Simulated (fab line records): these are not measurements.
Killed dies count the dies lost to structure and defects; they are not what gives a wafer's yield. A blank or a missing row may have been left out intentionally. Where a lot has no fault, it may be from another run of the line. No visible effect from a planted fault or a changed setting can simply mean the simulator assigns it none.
Matching of chambers | flow n5Finfet | rieDiel-04 running N5_DUMMY_REMOVAL_HM_STRIP_01: 4 sister chambers
The step strips SiNx in CH3F/O2, stops on poly-Si, target depth 4 nm, time 6.8 s. 4 wafers are shown with their chamber, then 8 later ones without.

== EACH WAFER AND ITS CHAMBER ==
wafer  | chamber | showerheadPlenumPTorr (Torr)
L083.6 | 0       | 1.96
L088.5 | 2       | 2.05
L088.6 | 3       | 1.91
L093.1 | 1       | 1.84

== WAFERS MISSING THEIR CHAMBER ==
wafer  | showerheadPlenumPTorr (Torr)
L093.2 | 1.90
L093.6 | 1.84
L094.1 | 1.90
L094.4 | 1.84
L094.5 | 1.90
L097.2 | 1.95
L097.3 | 1.90
L097.5 | 2.05

== THE CHAMBER EACH PASSED THROUGH ==
wafer  | from the rows above | in truth
L093.2 | 3                   | 3
L093.6 | 1                   | 1
L094.1 | 3                   | 3
L094.4 | 1                   | 1
L094.5 | 3                   | 3
L097.2 | 0                   | 0
L097.3 | 3                   | 3
L097.5 | 2                   | 2
Correctly placed: 8 of 8. Not placeable from these rows: 0. Wrongly placed: 0.
How it was worked out, from the rows above alone: a wafer's distance from a chamber is the root of the sum, over the readings, of the square of ((its reading less the chamber's mean) divided by the reading's scatter). If the next closest chamber is less than 2 further off than the closest, the wafer can't be placed; otherwise it belongs to the closest. Each chamber's mean is taken over the wafers shown for it. The scatter: root of mean squared gap, hidden wafer to nearest shown wafer, with one shown wafer a chamber.
